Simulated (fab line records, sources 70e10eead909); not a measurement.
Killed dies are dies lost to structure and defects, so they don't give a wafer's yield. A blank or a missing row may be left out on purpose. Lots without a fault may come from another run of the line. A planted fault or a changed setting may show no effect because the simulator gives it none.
Which tool did it? | flow nand_harc | 24 lots, 72 wafers sampled, at 6 steps of a route of 1159

WHAT THE GAUGES READ, wafer by wafer
The record holds no reading of a measuring or inspecting step that can be judged against a usual standard deviation.

WHICH TOOL RAN EACH LOT (tool, then ch and the chambers of the sampled wafers, then the start)
lot  | NHARC_A_STAIRCASE_ETCH_15                     | NHARC_A_STAIRCASE_ETCH_27                     | NHARC_A_STAIRCASE_TRIM_224                    | NHARC_A_STAIRCASE_ETCH_227                    | NHARC_A_STAIRCASE_TRIM_233                    | NHARC_A_STAIRCASE_ETCH_292
L074 | rie_diel-11 ch 1,2,3, day 11 18:42 or earlier | rie_diel-11 ch 2,3, day 11 18:42 or earlier   | rie_diel-13 ch 0,1, day 11 18:42 or earlier   | rie_diel-13 ch 1,2,3, day 11 18:42 or earlier | rie_diel-13 ch 2,3, day 11 18:42 or earlier   | rie_diel-01 ch 2,3, day 11 18:42
L075 | rie_diel-11 ch 0,1,2, day 11 19:18 or earlier | rie_diel-13 ch 0,1,2, day 11 19:18 or earlier | rie_diel-01 ch 0,1,3, day 11 19:18 or earlier | rie_diel-01 ch 0,1,3, day 11 19:18 or earlier | rie_diel-01 ch 0,1,2, day 11 19:18 or earlier | rie_diel-13 ch 0,1,2, day 11 19:18
L076 | rie_diel-01 ch 0,1,3, day 12 00:40 or earlier | rie_diel-13 ch 0,1, day 12 00:40 or earlier   | rie_diel-11 ch 0,2,3, day 12 00:40 or earlier | rie_diel-11 ch 0,1,2, day 12 00:40 or earlier | rie_diel-11 ch 0,2, day 12 00:40 or earlier   | rie_diel-13 ch 0,1, day 12 00:40
L077 | rie_diel-11 ch 0,1,3, day 12 02:29 or earlier | rie_diel-01 ch 0,1, day 12 02:29 or earlier   | rie_diel-13 ch 0,1, day 12 02:29 or earlier   | rie_diel-13 ch 0,1,2, day 12 02:29 or earlier | rie_diel-13 ch 1,2,3, day 12 02:29 or earlier | rie_diel-13 ch 0,3, day 12 02:29
L078 | rie_diel-01 ch 0,1, day 12 11:59 or earlier   | rie_diel-11 ch 0,2, day 12 11:59 or earlier   | rie_diel-11 ch 0,1,2, day 12 11:59 or earlier | rie_diel-11 ch 0,1, day 12 11:59 or earlier   | rie_diel-13 ch 1,2,3, day 12 11:59 or earlier | rie_diel-11 ch 1,2, day 12 11:59
L079 | rie_diel-01 ch 2,3, day 12 23:32 or earlier   | rie_diel-01 ch 2,3, day 12 23:32 or earlier   | rie_diel-01 ch 1,2,3, day 12 23:32 or earlier | rie_diel-01 ch 0,1,3, day 12 23:32 or earlier | rie_diel-01 ch 0,2, day 12 23:32 or earlier   | rie_diel-13 ch 0,3, day 12 23:32
L080 | rie_diel-01 ch 0,1,3, day 12 21:41 or earlier | rie_diel-13 ch 1,2,3, day 12 21:41 or earlier | rie_diel-01 ch 1,2,3, day 12 21:41 or earlier | rie_diel-01 ch 0,1,3, day 12 21:41 or earlier | rie_diel-01 ch 0,1,2, day 12 21:41 or earlier | rie_diel-01 ch 0,1,2, day 12 21:41
L082 | rie_diel-11 ch 2,3, day 13 11:28 or earlier   | rie_diel-01 ch 2,3, day 13 11:28 or earlier   | rie_diel-13 ch 1,2, day 13 11:28 or earlier   | rie_diel-13 ch 1,2,3, day 13 11:28 or earlier | rie_diel-01 ch 2,3, day 13 11:28 or earlier   | rie_diel-13 ch 0,1, day 13 11:28
L081 | rie_diel-11 ch 1,2,3, day 13 13:10 or earlier | rie_diel-13 ch 1,2,3, day 13 13:10 or earlier | rie_diel-13 ch 0,1,3, day 13 13:10 or earlier | rie_diel-13 ch 0,2, day 13 13:10 or earlier   | rie_diel-11 ch 1,2,3, day 13 13:10 or earlier | rie_diel-11 ch 0,3, day 13 13:10
L083 | rie_diel-11 ch 1,2,3, day 13 19:11 or earlier | rie_diel-11 ch 0,2,3, day 13 19:11 or earlier | rie_diel-01 ch 1,2,3, day 13 19:11 or earlier | rie_diel-01 ch 0,1,3, day 13 19:11 or earlier | rie_diel-13 ch 1,2,3, day 13 19:11 or earlier | rie_diel-11 ch 0,1,3, day 13 19:11
L084 | rie_diel-01 ch 0,1,2, day 13 19:38 or earlier | rie_diel-13 ch 0,2,3, day 13 19:38 or earlier | rie_diel-13 ch 0,2,3, day 13 19:38 or earlier | rie_diel-13 ch 0,2,3, day 13 19:38 or earlier | rie_diel-01 ch 0,3, day 13 19:38 or earlier   | rie_diel-13 ch 0,2,3, day 13 19:38
L085 | rie_diel-01 ch 1,2,3, day 14 12:10 or earlier | rie_diel-11 ch 0,1,2, day 14 12:10 or earlier | rie_diel-13 ch 0,1,2, day 14 12:10 or earlier | rie_diel-13 ch 0,2,3, day 14 12:10 or earlier | rie_diel-13 ch 0,1,2, day 14 12:10 or earlier | rie_diel-01 ch 0,1,2, day 14 12:10
L087 | rie_diel-13 ch 1,2,3, day 14 13:11 or earlier | rie_diel-13 ch 0,1,2, day 14 13:11 or earlier | rie_diel-13 ch 0,1,3, day 14 13:11 or earlier | rie_diel-13 ch 2,3, day 14 13:11 or earlier   | rie_diel-11 ch 0,1,2, day 14 13:11 or earlier | rie_diel-13 ch 1,3, day 14 13:11
L086 | rie_diel-11 ch 2,3, day 14 20:52 or earlier   | rie_diel-11 ch 0,1, day 14 20:52 or earlier   | rie_diel-11 ch 0,1,3, day 14 20:52 or earlier | rie_diel-11 ch 1,3, day 14 20:52 or earlier   | rie_diel-11 ch 1,2,3, day 14 20:52 or earlier | rie_diel-11 ch 1,3, day 14 20:52
L088 | rie_diel-13 ch 1,2,3, day 15 01:03 or earlier | rie_diel-13 ch 0,2,3, day 15 01:03 or earlier | rie_diel-13 ch 0,1,2, day 15 01:03 or earlier | rie_diel-13 ch 0,1,3, day 15 01:03 or earlier | rie_diel-13 ch 1,2,3, day 15 01:03 or earlier | rie_diel-11 ch 0,1,3, day 15 01:03
L090 | rie_diel-13 ch 0,1,2, day 15 08:48 or earlier | rie_diel-11 ch 0,1,2, day 15 08:48 or earlier | rie_diel-13 ch 1,2,3, day 15 08:48 or earlier | rie_diel-13 ch 1,2,3, day 15 08:48 or earlier | rie_diel-11 ch 0,1,3, day 15 08:48 or earlier | rie_diel-13 ch 0,1,2, day 15 08:48
L089 | rie_diel-01 ch 0,2, day 15 10:04 or earlier   | rie_diel-13 ch 1,2,3, day 15 10:04 or earlier | rie_diel-11 ch 1,2,3, day 15 10:04 or earlier | rie_diel-11 ch 0,1,2, day 15 10:04 or earlier | rie_diel-11 ch 1,2,3, day 15 10:04 or earlier | rie_diel-13 ch 0,1, day 15 10:04
L091 | rie_diel-13 ch 0,2,3, day 15 13:05 or earlier | rie_diel-01 ch 2,3, day 15 13:05 or earlier   | rie_diel-13 ch 1,3, day 15 13:05 or earlier   | rie_diel-13 ch 0,1,3, day 15 13:05 or earlier | rie_diel-13 ch 0,2,3, day 15 13:05 or earlier | rie_diel-11 ch 0,2, day 15 13:05
L092 | rie_diel-01 ch 2,3, day 15 23:16 or earlier   | rie_diel-01 ch 1,2,3, day 15 23:16 or earlier | rie_diel-11 ch 0,1, day 15 23:16 or earlier   | rie_diel-11 ch 1,2, day 15 23:16 or earlier   | rie_diel-13 ch 0,1, day 15 23:16 or earlier   | rie_diel-13 ch 0,2,3, day 15 23:16
L093 | rie_diel-13 ch 0,2,3, day 16 09:25 or earlier | rie_diel-13 ch 0,2,3, day 16 09:25 or earlier | rie_diel-13 ch 0,1,3, day 16 09:25 or earlier | rie_diel-13 ch 0,1,3, day 16 09:25 or earlier | rie_diel-13 ch 0,2,3, day 16 09:25 or earlier | rie_diel-13 ch 1,2,3, day 16 09:25
L094 | rie_diel-11 ch 2,3, day 16 11:46 or earlier   | rie_diel-11 ch 0,1,2, day 16 11:46 or earlier | rie_diel-13 ch 0,3, day 16 11:46 or earlier   | rie_diel-13 ch 1,2,3, day 16 11:46 or earlier | rie_diel-01 ch 0,3, day 16 11:46 or earlier   | rie_diel-01 ch 0,1,2, day 16 11:46
L096 | rie_diel-13 ch 1,2, day 16 21:43 or earlier   | rie_diel-13 ch 0,1,3, day 16 21:43 or earlier | rie_diel-01 ch 0,1,3, day 16 21:43 or earlier | rie_diel-01 ch 0,1,3, day 16 21:43 or earlier | rie_diel-13 ch 0,1, day 16 21:43 or earlier   | rie_diel-13 ch 0,2, day 16 21:43
L097 | rie_diel-13 ch 0,3, day 17 04:26 or earlier   | rie_diel-13 ch 2,3, day 17 04:26 or earlier   | rie_diel-01 ch 0,1, day 17 04:26 or earlier   | rie_diel-01 ch 0,1,3, day 17 04:26 or earlier | rie_diel-13 ch 1,2,3, day 17 04:26 or earlier | rie_diel-13 ch 0,2,3, day 17 04:26
L095 | rie_diel-13 ch 1,3, day 17 04:40 or earlier   | rie_diel-13 ch 1,2,3, day 17 04:40 or earlier | rie_diel-11 ch 0,2,3, day 17 04:40 or earlier | rie_diel-11 ch 0,1,3, day 17 04:40 or earlier | rie_diel-01 ch 1,2,3, day 17 04:40 or earlier | rie_diel-01 ch 0,2,3, day 17 04:40
- NHARC_A_STAIRCASE_ETCH_15: etches the open film in C4F8/O2, target depth 100 nm, time 40.5 s.
- NHARC_A_STAIRCASE_ETCH_27: etches the open film in C4F8/O2, target depth 100 nm, time 40.5 s.
- NHARC_A_STAIRCASE_TRIM_224: chemistry O2, time 211.2 s.
- NHARC_A_STAIRCASE_ETCH_227: etches the open film in C4F8/O2, target depth 100 nm, time 40.5 s.
- NHARC_A_STAIRCASE_TRIM_233: chemistry O2, time 211.2 s.
- NHARC_A_STAIRCASE_ETCH_292: etches the open film in CF4/CHF3.

WHAT THE TOOLS THEMSELVES READ (means of the sampled wafers that have a number; where no wafer has one, the mark that the record gives instead)
NHARC_A_STAIRCASE_ETCH_15.
lot  | tool        | oes_product_au (a.u.) | rf_vpp_V (V)
L074 | rie_diel-11 | 0.929                 | 896
L075 | rie_diel-11 | 0.939                 | 895
L076 | rie_diel-01 | 0.944                 | 895
L077 | rie_diel-11 | 0.936                 | 899
L078 | rie_diel-01 | 0.949                 | 896
L079 | rie_diel-01 | 0.954                 | 901
L080 | rie_diel-01 | 0.941                 | 895
L082 | rie_diel-11 | 0.919                 | 898
L081 | rie_diel-11 | 0.920                 | 896
L083 | rie_diel-11 | 0.938                 | 895
L084 | rie_diel-01 | 0.934                 | 897
L085 | rie_diel-01 | 0.934                 | 896
L087 | rie_diel-13 | 0.951                 | 896
L086 | rie_diel-11 | 0.943                 | 897
L088 | rie_diel-13 | 0.951                 | 895
L090 | rie_diel-13 | 0.960                 | 900
L089 | rie_diel-01 | 0.930                 | 898
L091 | rie_diel-13 | 0.950                 | 898
L092 | rie_diel-01 | 0.944                 | 899
L093 | rie_diel-13 | 0.962                 | 898
L094 | rie_diel-11 | 0.943                 | 895
L096 | rie_diel-13 | 0.941                 | 898
L097 | rie_diel-13 | 0.924                 | 897
L095 | rie_diel-13 | 0.930                 | 894

NHARC_A_STAIRCASE_ETCH_27.
lot  | tool        | oes_product_au (a.u.) | rf_vpp_V (V)
L074 | rie_diel-11 | 0.933                 | 898
L075 | rie_diel-13 | 0.943                 | 900
L076 | rie_diel-13 | 0.953                 | 903
L077 | rie_diel-01 | 0.936                 | 893
L078 | rie_diel-11 | 0.937                 | 895
L079 | rie_diel-01 | 0.956                 | 902
L080 | rie_diel-13 | 0.938                 | 897
L082 | rie_diel-01 | 0.948                 | 901
L081 | rie_diel-13 | 0.953                 | 896
L083 | rie_diel-11 | 0.938                 | 899
L084 | rie_diel-13 | 0.947                 | 898
L085 | rie_diel-11 | 0.946                 | 895
L087 | rie_diel-13 | 0.953                 | 900
L086 | rie_diel-11 | 0.930                 | 896
L088 | rie_diel-13 | 0.952                 | 898
L090 | rie_diel-11 | 0.942                 | 895
L089 | rie_diel-13 | 0.955                 | 895
L091 | rie_diel-01 | 0.943                 | 899
L092 | rie_diel-01 | 0.946                 | 896
L093 | rie_diel-13 | 0.955                 | 898
L094 | rie_diel-11 | 0.949                 | 895
L096 | rie_diel-13 | 0.958                 | 898
L097 | rie_diel-13 | 0.947                 | 895
L095 | rie_diel-13 | 0.945                 | 896

NHARC_A_STAIRCASE_TRIM_224.
lot  | tool        | drypump_motor_current_A (A) | oes_product_au (a.u.) | rf_vpp_V (V) | showerhead_plenum_p_Torr (Torr) | throttle_valve_pct (%)
L074 | rie_diel-13 | 5.9                         | 1.008                 | 58.5         | 3.65                            | 17.039
L075 | rie_diel-01 | 5.8                         | 0.991                 | 57.4         | 3.51                            | 17.037
L076 | rie_diel-11 | 5.6                         | 0.990                 | 58.7         | 3.60                            | 17.034
L077 | rie_diel-13 | 5.9                         | 1.010                 | 58.1         | 3.65                            | 17.047
L078 | rie_diel-11 | 5.6                         | 0.994                 | 57.9         | 3.53                            | 17.037
L079 | rie_diel-01 | 5.9                         | 1.013                 | 57.9         | 3.55                            | 17.045
L080 | rie_diel-01 | 5.9                         | 1.002                 | 57.3         | 3.55                            | 17.041
L082 | rie_diel-13 | 5.3                         | 1.013                 | 57.6         | 3.58                            | 17.037
L081 | rie_diel-13 | 5.9                         | 1.011                 | 58.5         | 3.60                            | 17.038
L083 | rie_diel-01 | 5.9                         | 1.016                 | 56.9         | 3.54                            | 17.043
L084 | rie_diel-13 | 5.8                         | 1.011                 | 58.3         | 3.59                            | 17.034
L085 | rie_diel-13 | 5.8                         | 1.022                 | 58.5         | 3.64                            | 17.038
L087 | rie_diel-13 | 5.9                         | 1.015                 | 57.5         | 3.60                            | 17.042
L086 | rie_diel-11 | 5.7                         | 0.998                 | 57.7         | 3.60                            | 17.030
L088 | rie_diel-13 | 5.8                         | 1.020                 | 58.6         | 3.64                            | 17.033
L090 | rie_diel-13 | 5.4                         | 1.006                 | 58.2         | 3.53                            | 17.035
L089 | rie_diel-11 | 5.7                         | 0.996                 | 58.7         | 3.50                            | 17.032
L091 | rie_diel-13 | 5.5                         | 0.997                 | 57.8         | 3.48                            | 17.028
L092 | rie_diel-11 | 5.7                         | 0.998                 | 57.5         | 3.52                            | 17.049
L093 | rie_diel-13 | 5.9                         | 1.015                 | 57.3         | 3.59                            | 17.036
L094 | rie_diel-13 | 5.9                         | 1.006                 | 58.7         | 3.54                            | 17.043
L096 | rie_diel-01 | 5.8                         | 0.994                 | 58.1         | 3.49                            | 17.034
L097 | rie_diel-01 | 5.7                         | 0.998                 | 57.7         | 3.40                            | 17.042
L095 | rie_diel-11 | 5.6                         | 1.005                 | 57.8         | 3.58                            | 17.032

NHARC_A_STAIRCASE_ETCH_227.
lot  | tool        | oes_product_au (a.u.) | rf_vpp_V (V)
L074 | rie_diel-13 | 0.944                 | 897
L075 | rie_diel-01 | 0.947                 | 895
L076 | rie_diel-11 | 0.938                 | 895
L077 | rie_diel-13 | 0.958                 | 900
L078 | rie_diel-11 | 0.935                 | 899
L079 | rie_diel-01 | 0.935                 | 895
L080 | rie_diel-01 | 0.943                 | 896
L082 | rie_diel-13 | 0.956                 | 895
L081 | rie_diel-13 | 0.958                 | 900
L083 | rie_diel-01 | 0.940                 | 895
L084 | rie_diel-13 | 0.952                 | 898
L085 | rie_diel-13 | 0.948                 | 899
L087 | rie_diel-13 | 0.944                 | 896
L086 | rie_diel-11 | 0.941                 | 898
L088 | rie_diel-13 | 0.949                 | 899
L090 | rie_diel-13 | 0.940                 | 896
L089 | rie_diel-11 | 0.944                 | 896
L091 | rie_diel-13 | 0.955                 | 898
L092 | rie_diel-11 | 0.933                 | 891
L093 | rie_diel-13 | 0.941                 | 898
L094 | rie_diel-13 | 0.935                 | 896
L096 | rie_diel-01 | 0.936                 | 895
L097 | rie_diel-01 | 0.931                 | 894
L095 | rie_diel-11 | 0.938                 | 898

NHARC_A_STAIRCASE_TRIM_233.
lot  | tool        | drypump_motor_current_A (A) | oes_product_au (a.u.) | rf_vpp_V (V) | showerhead_plenum_p_Torr (Torr) | throttle_valve_pct (%)
L074 | rie_diel-13 | 5.4                         | 1.008                 | 57.7         | 3.49                            | 17.047
L075 | rie_diel-01 | 5.7                         | 0.997                 | 57.8         | 3.55                            | 17.043
L076 | rie_diel-11 | 5.5                         | 1.000                 | 58.1         | 3.61                            | 17.031
L077 | rie_diel-13 | 5.4                         | 1.006                 | 57.3         | 3.54                            | 17.031
L078 | rie_diel-13 | 5.4                         | 1.006                 | 58.1         | 3.54                            | 17.042
L079 | rie_diel-01 | 5.7                         | 0.995                 | 58.7         | 3.67                            | 17.040
L080 | rie_diel-01 | 5.7                         | 1.000                 | 57.3         | 3.55                            | 17.040
L082 | rie_diel-01 | 6.0                         | 1.008                 | 58.3         | 3.62                            | 17.037
L081 | rie_diel-11 | 5.7                         | 0.992                 | 58.2         | 3.51                            | 17.038
L083 | rie_diel-13 | 5.4                         | 1.010                 | 57.4         | 3.53                            | 17.037
L084 | rie_diel-01 | 5.6                         | 1.004                 | 58.2         | 3.59                            | 17.036
L085 | rie_diel-13 | 5.8                         | 1.012                 | 57.8         | 3.64                            | 17.035
L087 | rie_diel-11 | 5.6                         | 1.004                 | 58.1         | 3.51                            | 17.037
L086 | rie_diel-11 | 5.7                         | 0.993                 | 57.9         | 3.50                            | 17.034
L088 | rie_diel-13 | 5.4                         | 1.007                 | 58.0         | 3.53                            | 17.044
L090 | rie_diel-11 | 5.7                         | 1.001                 | 57.6         | 3.60                            | 17.040
L089 | rie_diel-11 | 5.7                         | 0.990                 | 57.7         | 3.50                            | 17.036
L091 | rie_diel-13 | 5.8                         | 1.006                 | 57.6         | 3.58                            | 17.044
L092 | rie_diel-13 | 5.9                         | 1.009                 | 58.1         | 3.63                            | 17.035
L093 | rie_diel-13 | 5.8                         | 1.012                 | 58.1         | 3.58                            | 17.036
L094 | rie_diel-01 | 5.9                         | 0.989                 | 58.5         | 3.57                            | 17.037
L096 | rie_diel-13 | 5.9                         | 1.013                 | 58.1         | 3.63                            | 17.031
L097 | rie_diel-13 | 5.4                         | 1.003                 | 57.5         | 3.52                            | 17.035
L095 | rie_diel-01 | 6.0                         | 0.995                 | 57.6         | 3.53                            | 17.032

NHARC_A_STAIRCASE_ETCH_292.
lot  | tool        | drypump_motor_current_A (A) | oes_product_au (a.u.) | rf_vpp_V (V) | showerhead_plenum_p_Torr (Torr) | throttle_valve_pct (%)
L074 | rie_diel-01 | 6.0                         | 0.983                 | 371.9        | 1.62                            | 16.809
L075 | rie_diel-13 | 5.7                         | 0.940                 | 371.9        | 1.63                            | 16.804
L076 | rie_diel-13 | 5.9                         | 0.938                 | 372.5        | 1.63                            | 16.807
L077 | rie_diel-13 | 5.8                         | 0.975                 | 371.3        | 1.59                            | 16.807
L078 | rie_diel-11 | 5.7                         | 0.963                 | 369.3        | 1.53                            | 16.793
L079 | rie_diel-13 | 5.9                         | 0.952                 | 371.0        | 1.59                            | 16.804
L080 | rie_diel-01 | 5.7                         | 0.975                 | 371.1        | 1.58                            | 16.802
L082 | rie_diel-13 | 5.9                         | 0.965                 | 372.4        | 1.63                            | 16.811
L081 | rie_diel-11 | 5.6                         | 0.928                 | 373.6        | 1.64                            | 16.800
L083 | rie_diel-11 | 5.7                         | 0.953                 | 371.2        | 1.61                            | 16.799
L084 | rie_diel-13 | 5.8                         | 0.974                 | 370.4        | 1.60                            | 16.805
L085 | rie_diel-01 | 5.7                         | 0.965                 | 370.3        | 1.58                            | 16.810
L087 | rie_diel-13 | 5.5                         | 0.963                 | 370.3        | 1.58                            | 16.804
L086 | rie_diel-11 | 5.8                         | 0.960                 | 370.6        | 1.60                            | 16.807
L088 | rie_diel-11 | 5.7                         | 0.951                 | 371.8        | 1.60                            | 16.797
L090 | rie_diel-13 | 5.8                         | 0.968                 | 372.3        | 1.62                            | 16.805
L089 | rie_diel-13 | 5.9                         | 0.933                 | 371.6        | 1.62                            | 16.797
L091 | rie_diel-11 | 5.5                         | 0.929                 | 370.5        | 1.56                            | 16.800
L092 | rie_diel-13 | 5.7                         | 0.934                 | 371.7        | 1.60                            | 16.808
L093 | rie_diel-13 | 5.4                         | 0.952                 | 370.4        | 1.57                            | 16.801
L094 | rie_diel-01 | 5.7                         | 0.965                 | 370.3        | 1.57                            | 16.810
L096 | rie_diel-13 | 5.7                         | 0.987                 | 372.1        | 1.61                            | 16.813
L097 | rie_diel-13 | 5.8                         | 0.939                 | 371.1        | 1.59                            | 16.811
L095 | rie_diel-01 | 5.8                         | 0.959                 | 371.9        | 1.61                            | 16.795

THE ANSWER, worked out from the rows above alone
Rule: what is usual is taken from the lots themselves. Put in order of their means at a reading, lots are off if they are a third of the lots or fewer, leave a main group of 4 or more, and stand apart from it by a gap of 3 or more times the standard deviation of the main group's means; of several such gaps the widest counts. A main group whose means are all the same, to the digits that the tables above print for the reading, isn't used. A lot without any number at a reading at which 4 lots or more have one is off too. The other lots that the step has rows for count as sound. The gauges are gone through in route order, then the tools' own readings, and for those a lot's mean is taken as printed above. The first step at which some lot is off is used, and at that step the reading that is off furthest; a lot without a number counts as furthest.
No lot is off at any reading shown: from this, nothing can be told.

WHAT THE SIMULATOR HAD PUT IN
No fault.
